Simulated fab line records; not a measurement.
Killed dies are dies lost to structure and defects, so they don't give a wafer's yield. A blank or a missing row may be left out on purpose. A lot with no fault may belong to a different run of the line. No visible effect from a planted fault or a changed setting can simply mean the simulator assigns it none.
The tool behind it: which one? ; flow nandHarc ; Sampling: 13 lots, 39 wafers, 5 of 1302 route steps

== WHAT EACH GAUGE READ, for each wafer ==
NHARC_A_ONON_D1_THK_MEAS_27: measures by ellipsometry.
lot;measured;on;thkNm (nm)
L666;day 8 21:08;filmMetro-01;1004 1008 1007
L668;day 9 19:29;filmMetro-01;1007 1006 1006
L670;day 10 15:32;filmMetro-01;999 999 999
L669;day 10 15:33;filmMetro-02;1016 1016 1014
L672;day 11 08:31;filmMetro-02;1013 1014 1011
L671;day 11 08:31;filmMetro-01;1010 1009 1010
L679;day 14 03:16;filmMetro-02;1004 1000 1003
L681;day 15 01:13;filmMetro-02;973 972 973
L682;day 15 17:46;filmMetro-01;1005 1008 1007
L683;day 16 05:46;filmMetro-02;1016 1015 1016
L685;day 16 14:28;filmMetro-01;991 993 992
L686;day 17 02:50;filmMetro-01;1044 1044 1043
L687;day 18 01:08;filmMetro-01;986 986 988

NHARC_A_CHANNEL_HOLE_D1_INSPECT_12.
lot;measured;on;rawDefectCount
L666;day 9 06:49;defectInspect-01;8 13 7
L668;day 10 01:16;defectInspect-02;4 10 5
L670;day 10 19:20;defectInspect-02;7 2 8
L669;day 10 19:35;defectInspect-02;3 5 3
L672;day 11 16:25;defectInspect-02;6 0 3
L671;day 11 17:44;defectInspect-02;6 10 3
L679;day 14 11:19;defectInspect-01;2 6 2
L681;day 15 05:10;defectInspect-02;8 5 2
L682;day 15 22:43;defectInspect-01;4 4 5
L683;day 16 09:44;defectInspect-01;9 9 11
L685;day 16 21:37;defectInspect-02;5 3 5
L686;day 17 06:46;defectInspect-01;9 5 5
L687;day 18 06:15;defectInspect-01;2 5 8

NHARC_END_SORT_01.
lot;measured;on;killedAtArray;killedAtOther;killedAtPeriphery;killedDies;killedOpen;killedShort
L686;day 33 12:59;prober-02;34 41 42;0 3 1;5 4 3;39 48 46;2 5 1;0 1 1

== WHAT TOOL EACH LOT RAN ON (gives the tool, then ch and the chambers of the sampled wafers, and finally the start) ==
lot;NHARC_A_CHANNEL_HOLE_D1_SOFTBAKE_05;NHARC_A_CHANNEL_HOLE_D1_DESCUM_15
L666;lithoTrack-04 ch 0, day 9 06:00;rieDiel-07 ch 0,1, day 9 06:52
L668;lithoTrack-06 ch 0, day 10 00:00;rieDiel-01 ch 0,3, day 10 01:20
L670;lithoTrack-04 ch 0, day 10 18:00;rieDiel-01 ch 0,2, day 10 19:25
L669;lithoTrack-01 ch 0, day 10 19:00;rieDiel-07 ch 2,3, day 10 19:38
L672;lithoTrack-04 ch 0, day 11 15:00;rieDiel-01 ch 0,1,3, day 11 16:30
L671;lithoTrack-06 ch 0, day 11 17:00;rieDiel-07 ch 1,3, day 11 17:48
L679;lithoTrack-04 ch 0, day 14 10:00;rieDiel-01 ch 0,1,3, day 14 11:22
L681;lithoTrack-04 ch 0, day 15 04:00;rieDiel-01 ch 1,2, day 15 05:15
L682;lithoTrack-04 ch 0, day 15 22:00;rieDiel-01 ch 0,1, day 15 22:47
L683;lithoTrack-01 ch 0, day 16 09:00;rieDiel-01 ch 1,2,3, day 16 09:48
L685;lithoTrack-01 ch 0, day 16 21:00;rieDiel-07 ch 1,2, day 16 21:40
L686;lithoTrack-06 ch 0, day 17 06:00;rieDiel-01 ch 0,1,2, day 17 06:50
L687;lithoTrack-01 ch 0, day 18 05:00;rieDiel-07 ch 0,2,3, day 18 06:19
- NHARC_A_CHANNEL_HOLE_D1_SOFTBAKE_05: time 55 s.
- NHARC_A_CHANNEL_HOLE_D1_DESCUM_15: chemistry O2, time 3 s.

== AS READ BY THE TOOLS THEMSELVES (means over the sampled wafers that have a number; for cases with no such wafer, the mark the record gives instead) ==
NHARC_A_CHANNEL_HOLE_D1_SOFTBAKE_05.
lot;tool;heaterPowerTotalW (W);resistLineTempC (C)
L666;lithoTrack-04;188.45;22.96
L668;lithoTrack-06;188.39;23.11
L670;lithoTrack-04;188.39;23.17
L669;lithoTrack-01;188.61;23.06
L672;lithoTrack-04;188.30;23.03
L671;lithoTrack-06;188.40;22.87
L679;lithoTrack-04;188.37;23.08
L681;lithoTrack-04;191.42;23.08
L682;lithoTrack-04;191.59;22.93
L683;lithoTrack-01;188.49;22.90
L685;lithoTrack-01;188.47;22.92
L686;lithoTrack-06;188.41;22.95
L687;lithoTrack-01;188.48;23.22

NHARC_A_CHANNEL_HOLE_D1_DESCUM_15.
lot;tool;drypumpMotorCurrentA (A);o2FlowSccm (sccm);oesProductAu (a.u.);rfVppV (V);showerheadPlenumPTorr (Torr);throttleValvePct (%)
L666;rieDiel-07;5.84;200.0;0.999;57.2;1.81;11.310
L668;rieDiel-01;5.52;200.2;0.994;58.3;1.96;11.306
L670;rieDiel-01;5.64;199.9;0.996;58.2;2.01;11.302
L669;rieDiel-07;6.08;199.7;0.997;58.1;1.99;11.312
L672;rieDiel-01;5.41;200.2;1.004;58.4;1.92;11.315
L671;rieDiel-07;5.86;200.0;1.003;58.0;1.89;11.307
L679;rieDiel-01;5.42;200.4;0.994;57.6;1.92;11.310
L681;rieDiel-01;5.47;199.5;0.998;57.9;1.94;11.318
L682;rieDiel-01;5.55;200.7;1.010;57.8;2.01;11.306
L683;rieDiel-01;5.45;199.4;0.998;57.8;1.89;11.296
L685;rieDiel-07;5.89;200.6;1.001;56.8;1.86;11.318
L686;rieDiel-01;5.58;200.5;0.998;57.9;1.98;11.314
L687;rieDiel-07;6.06;200.2;1.004;57.6;1.89;11.316

== THE ANSWER, worked out from the rows above alone ==
Rule: the lots themselves supply what counts as usual. The widest of any qualifying gaps counts: lots, ordered by their means at a reading, are off when they make up no more than a third of the lots, leave a main group of 4 or more, and stand apart from it by 3 or more times the standard deviation of that group's means. If all means in a main group match to the digits the tables above print for the reading, that group is not used. A lot without any number at a reading at which 4 lots or more have one is off too. All remaining lots with rows at the step are treated as sound. Order of review: gauges by route order, followed by the tools' own readings, for which a lot's mean as printed above is used. At the first step where some lot is off, the reading lying furthest off is the one used; lots without a number count as furthest.
Off: L681, L682, at NHARC_A_CHANNEL_HOLE_D1_SOFTBAKE_05 (heaterPowerTotalW). Mean 188.43 W and standard deviation 0.077 in the main group.
A tool fits if, at that step or a process step before it, it ran every lot that is off, and no sound lot after the first of them. One candidate fits, namely lithoTrack-04 at NHARC_A_CHANNEL_HOLE_D1_SOFTBAKE_05. Its last sound lot is L679 (day 14 10:00), its first lot that is off L681 (day 15 04:00): a fault that began between those two fits.
The tool's own readings at NHARC_A_CHANNEL_HOLE_D1_SOFTBAKE_05 bear it out: on the lots that are off they differ by more than 5 times the standard deviation of the sound lots' means. heaterPowerTotalW reads 191.50 W there against 188.43 W on the sound lots.

== WHAT THE SIMULATOR HAD INSERTED ==
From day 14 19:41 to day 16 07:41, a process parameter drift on lithoTrack-04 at NHARC_A_CHANNEL_HOLE_D1_SOFTBAKE_05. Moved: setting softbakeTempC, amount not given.
Shown lots that were struck: L681, L682. The same result came from the rule above.
